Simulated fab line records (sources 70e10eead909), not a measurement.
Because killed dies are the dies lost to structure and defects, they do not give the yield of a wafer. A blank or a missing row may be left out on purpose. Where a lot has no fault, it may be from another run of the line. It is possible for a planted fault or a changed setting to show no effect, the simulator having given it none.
Matching of chambers + flow nand_harc + NHARC_A_STAIRCASE_DESCUM_219 on rie_diel-10 has 4 sister chambers
The step chemistry O2, time 3 s. 4 wafers are shown with their chamber, then 9 later ones without.

## WAFERS PAIRED WITH THEIR CHAMBERS
| wafer  | chamber | drypump_motor_current_A (A) |
|--------|---------|-----------------------------|
| L087.6 | 1       | 5.0                         |
| L088.1 | 0       | 5.8                         |
| L088.2 | 3       | 6.3                         |
| L088.4 | 2       | 5.8                         |

## WAFERS MISSING THEIR CHAMBER
| wafer  | drypump_motor_current_A (A) |
|--------|-----------------------------|
| L088.3 | 5.0                         |
| L088.5 | 6.2                         |
| L088.6 | 5.7                         |
| L096.2 | 5.7                         |
| L096.3 | 6.2                         |
| L096.6 | 5.0                         |
| L096.1 | 5.8                         |
| L096.4 | 5.0                         |
| L096.5 | 5.7                         |

## EACH ONE'S CHAMBER
| wafer  | from the rows above     | in truth |
|--------|-------------------------|----------|
| L088.3 | 1                       | 1        |
| L088.5 | 3                       | 3        |
| L088.6 | can't be placed: 0 or 2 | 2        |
| L096.2 | can't be placed: 0 or 2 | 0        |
| L096.3 | 3                       | 3        |
| L096.6 | 1                       | 1        |
| L096.1 | can't be placed: 0 or 2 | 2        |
| L096.4 | 1                       | 1        |
| L096.5 | can't be placed: 0 or 2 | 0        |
Placed correctly: 5 of 9. From these rows, 4 cannot be placed; in 4 the true chamber is one of the candidates. Wrongly placed: 0.
How it was worked out, from the rows above alone: a wafer's distance from a chamber is the root of the sum, over the readings, of the square of ((its reading less the chamber's mean) divided by the reading's scatter). The wafer belongs to the nearest chamber; if the next one is less than 2 further off, it can't be placed. Each chamber's mean is taken over the wafers shown for it. The scatter: with one shown wafer a chamber, the root of the mean of the squares of how far each hidden wafer lies from its nearest shown one.
